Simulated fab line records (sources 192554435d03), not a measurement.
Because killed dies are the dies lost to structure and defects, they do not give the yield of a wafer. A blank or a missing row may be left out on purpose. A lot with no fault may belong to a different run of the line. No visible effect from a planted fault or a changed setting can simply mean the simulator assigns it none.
The tool behind it: which one?    flow n5 finfet    42 wafers from 15 lots sampled at 4 of the route's 1938 steps

== WHAT THE GAUGES SHOWED, per wafer ==
The record holds no reading of a measuring or inspecting step that can be judged against a usual standard deviation.

== EACH LOT AND THE TOOL THAT RAN IT (in order: tool; ch and the chambers of the sampled wafers; start) ==
lot   N5_SD_EPI_P_PEB_07                N5_SD_EPI_P_ETCH_36                N5_SD_EPI_P_ETCHBACK_46            N5_SD_EPI_P_ETCH_16
L919  litho track-01 ch 0, day 3 05:50  rie diel-02 ch 0,1,3, day 3 06:02  rie diel-02 ch 0,1,3, day 3 06:25  rie diel-02 ch 0,1,3, day 3 06:37
L922  litho track-01 ch 0, day 4 01:52  rie diel-04 ch 0,2, day 4 02:13    rie diel-04 ch 0,2, day 4 02:35    rie diel-04 ch 0,2, day 4 02:47
L923  litho track-01 ch 0, day 4 05:45  rie diel-06 ch 0,1,3, day 4 06:05  rie diel-06 ch 0,1,3, day 4 06:28  rie diel-06 ch 0,1,3, day 4 06:40
L926  litho track-04 ch 0, day 5 01:18  rie diel-02 ch 0,2,3, day 5 01:29  rie diel-02 ch 0,2,3, day 5 01:52  rie diel-02 ch 0,2,3, day 5 02:04
L927  litho track-04 ch 0, day 5 06:55  rie diel-04 ch 0,3, day 5 07:12    rie diel-04 ch 0,3, day 5 07:35    rie diel-04 ch 0,3, day 5 07:47
L929  litho track-04 ch 0, day 5 20:44  rie diel-06 ch 1,2,3, day 5 20:55  rie diel-06 ch 1,2,3, day 5 21:18  rie diel-06 ch 1,2,3, day 5 21:30
L930  litho track-04 ch 0, day 6 01:02  rie diel-02 ch 0,1, day 6 01:20    rie diel-02 ch 0,1, day 6 01:43    rie diel-02 ch 0,1, day 6 01:55
L931  litho track-01, day 6 08:22       rie diel-02 ch 0,2,3, day 6 08:49  rie diel-02 ch 0,2,3, day 6 09:11  rie diel-02 ch 0,2,3, day 6 09:23
L932  litho track-03, day 6 12:25       rie diel-06 ch 1,2,3, day 6 12:37  rie diel-06 ch 1,2,3, day 6 12:59  rie diel-06 ch 1,2,3, day 6 13:11
L933  litho track-01, day 6 17:04       rie diel-04 ch 1,2, day 6 17:16    rie diel-04 ch 1,2, day 6 17:38    rie diel-04 ch 1,2, day 6 17:50
L934  litho track-04 ch 0, day 6 22:49  rie diel-06 ch 0,2, day 6 23:17    rie diel-06 ch 0,2, day 6 23:40    rie diel-06 ch 0,2, day 6 23:52
L937  litho track-04 ch 0, day 7 19:46  rie diel-02 ch 1,3, day 7 19:57    rie diel-02 ch 1,3, day 7 20:20    rie diel-02 ch 1,3, day 7 20:32
L938  litho track-03 ch 0, day 8 00:15  rie diel-06 ch 0,1, day 8 00:26    rie diel-06 ch 0,1, day 8 00:49    rie diel-06 ch 0,1, day 8 01:01
L941  litho track-01 ch 0, day 8 16:41  rie diel-06 ch 0,2, day 8 16:53    rie diel-06 ch 0,2, day 8 17:16    rie diel-06 ch 0,2, day 8 17:28
L942  litho track-01 ch 0, day 9 02:03  rie diel-06 ch 0,1,3, day 9 02:14  rie diel-06 ch 0,1,3, day 9 02:37  rie diel-06 ch 0,1,3, day 9 02:49
- N5_SD_EPI_P_PEB_07: peb time 60 s.
- N5_SD_EPI_P_ETCH_36: etches SiARC in CF4, target depth 45.5 nm, time 75.8 s.
- N5_SD_EPI_P_ETCHBACK_46: etches SiNx in CH3F/O2, stops on SiO2, target depth 17.5 nm.
- N5_SD_EPI_P_ETCH_16: etches SiO2 in CHF3/O2, target depth 5 nm.

== AS READ BY THE TOOLS THEMSELVES (means over the sampled wafers that have a number; for cases with no such wafer, the mark the record gives instead) ==
N5_SD_EPI_P_PEB_07. Usual: chill plate temp C 22.96 C, standard deviation 0.11; exhaust pa 44.8 Pa, standard deviation 0.79.
lot   tool            chill plate temp C (C)  exhaust pa (Pa)  flag
L919  litho track-01  22.97                   45.0             
L922  litho track-01  22.99                   46.3             
L923  litho track-01  23.08                   44.3             
L926  litho track-04  22.82                   44.5             
L927  litho track-04  23.03                   45.3             
L929  litho track-04  23.03                   44.7             
L930  litho track-04  23.12                   44.3             
L931  litho track-01  -                       -                OFF
L932  litho track-03  -                       -                OFF
L933  litho track-01  -                       -                OFF
L934  litho track-04  22.98                   45.1             
L937  litho track-04  22.85                   45.5             
L938  litho track-03  22.91                   43.3             
L941  litho track-01  22.90                   45.1             
L942  litho track-01  22.91                   45.1             

N5_SD_EPI_P_ETCH_36. Usual: drypump motor current A 5.8 A, standard deviation 0.33; etch rf on time s 76.4 s, standard deviation 1.9; oes product au 0.70 a.u., standard deviation 0.07; rf vpp V 184.3 V, standard deviation 1.2; showerhead plenum p Torr 2.16 Torr, standard deviation 0.083; throttle valve pct 15.50 %, standard deviation 0.22.
lot   tool         drypump motor current A (A)  etch rf on time s (s)  oes product au (a.u.)  rf vpp V (V)  showerhead plenum p Torr (Torr)  throttle valve pct (%)  flag
L919  rie diel-02  5.5                          75.3                   0.75                   184.9         2.27                             15.38                   
L922  rie diel-04  5.5                          77.7                   0.64                   183.4         2.09                             15.62                   
L923  rie diel-06  5.8                          77.2                   0.70                   183.5         2.12                             15.44                   
L926  rie diel-02  5.8                          74.9                   0.70                   185.2         2.20                             15.60                   
L927  rie diel-04  5.8                          77.0                   0.71                   184.9         2.15                             15.59                   
L929  rie diel-06  5.9                          76.4                   0.72                   184.3         2.19                             15.33                   
L930  rie diel-02  5.3                          74.1                   0.70                   185.7         2.26                             15.63                   
L931  rie diel-02  5.8                          74.8                   0.70                   184.4         2.20                             15.61                   
L932  rie diel-06  5.9                          76.6                   0.71                   184.3         2.19                             15.35                   
L933  rie diel-04  5.4                          75.8                   0.68                   184.7         2.09                             15.66                   
L934  rie diel-06  5.9                          78.7                   0.68                   185.0         2.18                             15.46                   
L937  rie diel-02  5.7                          74.5                   0.76                   185.5         2.27                             15.24                   
L938  rie diel-06  5.9                          76.2                   0.68                   183.8         2.06                             15.47                   
L941  rie diel-06  5.8                          78.5                   0.65                   183.6         2.15                             15.54                   
L942  rie diel-06  5.8                          78.0                   0.66                   183.6         2.11                             15.49                   

N5_SD_EPI_P_ETCHBACK_46. Usual: drypump motor current A 5.8 A, standard deviation 0.34; oes product au 0.70 a.u., standard deviation 0.063; rf vpp V 297 V, standard deviation 4.1; showerhead plenum p Torr 2.02 Torr, standard deviation 0.082; throttle valve pct 16.25 %, standard deviation 0.22.
lot   tool         drypump motor current A (A)  oes product au (a.u.)  rf vpp V (V)  showerhead plenum p Torr (Torr)  throttle valve pct (%)  flag
L919  rie diel-02  5.5                          0.75                   296           2.13                             16.14                   
L922  rie diel-04  5.5                          0.64                   297           1.95                             16.36                   
L923  rie diel-06  5.8                          0.70                   296           1.98                             16.18                   
L926  rie diel-02  5.8                          0.70                   296           2.06                             16.36                   
L927  rie diel-04  5.8                          0.71                   296           2.00                             16.34                   
L929  rie diel-06  5.9                          0.72                   299           2.05                             16.10                   
L930  rie diel-02  5.3                          0.69                   297           2.12                             16.42                   
L931  rie diel-02  5.8                          0.69                   296           2.06                             16.37                   
L932  rie diel-06  5.9                          0.71                   299           2.05                             16.11                   
L933  rie diel-04  5.4                          0.68                   297           1.95                             16.41                   
L934  rie diel-06  5.9                          0.69                   298           2.04                             16.22                   
L937  rie diel-02  5.8                          0.75                   293           2.12                             15.97                   
L938  rie diel-06  5.9                          0.69                   294           1.92                             16.23                   
L941  rie diel-06  5.8                          0.67                   298           2.00                             16.30                   
L942  rie diel-06  5.8                          0.67                   296           1.97                             16.25                   

N5_SD_EPI_P_ETCH_16. Usual: drypump motor current A 5.8 A, standard deviation 0.33; oes product au 0.82 a.u., standard deviation 0.079; rf vpp V 523 V, standard deviation 7.2; showerhead plenum p Torr 2.43 Torr, standard deviation 0.095; throttle valve pct 18.80 %, standard deviation 0.22.
lot   tool         drypump motor current A (A)  oes product au (a.u.)  rf vpp V (V)  showerhead plenum p Torr (Torr)  throttle valve pct (%)  flag
L919  rie diel-02  5.5                          0.88                   520           2.56                             18.70                   
L922  rie diel-04  5.5                          0.74                   526           2.35                             18.87                   
L923  rie diel-06  5.8                          0.81                   523           2.39                             18.73                   
L926  rie diel-02  5.8                          0.83                   521           2.48                             18.91                   
L927  rie diel-04  5.8                          0.83                   522           2.41                             18.89                   
L929  rie diel-06  5.9                          0.84                   527           2.47                             18.64                   
L930  rie diel-02  5.3                          0.83                   522           2.55                             18.97                   
L931  rie diel-02  5.8                          0.81                   521           2.48                             18.92                   
L932  rie diel-06  5.9                          0.82                   525           2.46                             18.65                   
L933  rie diel-04  5.4                          0.80                   522           2.36                             18.95                   
L934  rie diel-06  5.9                          0.80                   526           2.46                             18.77                   
L937  rie diel-02  5.7                          0.88                   517           2.55                             18.52                   
L938  rie diel-06  5.9                          0.79                   518           2.33                             18.77                   
L941  rie diel-06  5.8                          0.77                   524           2.41                             18.84                   
L942  rie diel-06  5.8                          0.77                   524           2.38                             18.77                   

== THE ANSWER, worked out from the rows above alone ==
Rule: lot off if the mean of its wafers having a number is beyond 3 standard deviations from the usual mean. Also off: a lot with no number at a reading for which 4 or more lots have one. Any other lot the step has rows for is counted as sound. The gauges are gone through in route order, then the tools' own readings, and for those a lot's mean is taken as printed above. The first step at which some lot is off is used, and at that step the reading that is off furthest; a lot without a number counts as furthest.
Off: L931, L932, L933, at N5_SD_EPI_P_PEB_07 (chill plate temp C). Without a number there: L931, L932, L933.
A tool fits if, at that step or a process step before it, it ran every lot that is off, and no sound lot after the first of them. Of those tried, none fits.

== WHAT THE SIMULATOR HAD PUT IN ==
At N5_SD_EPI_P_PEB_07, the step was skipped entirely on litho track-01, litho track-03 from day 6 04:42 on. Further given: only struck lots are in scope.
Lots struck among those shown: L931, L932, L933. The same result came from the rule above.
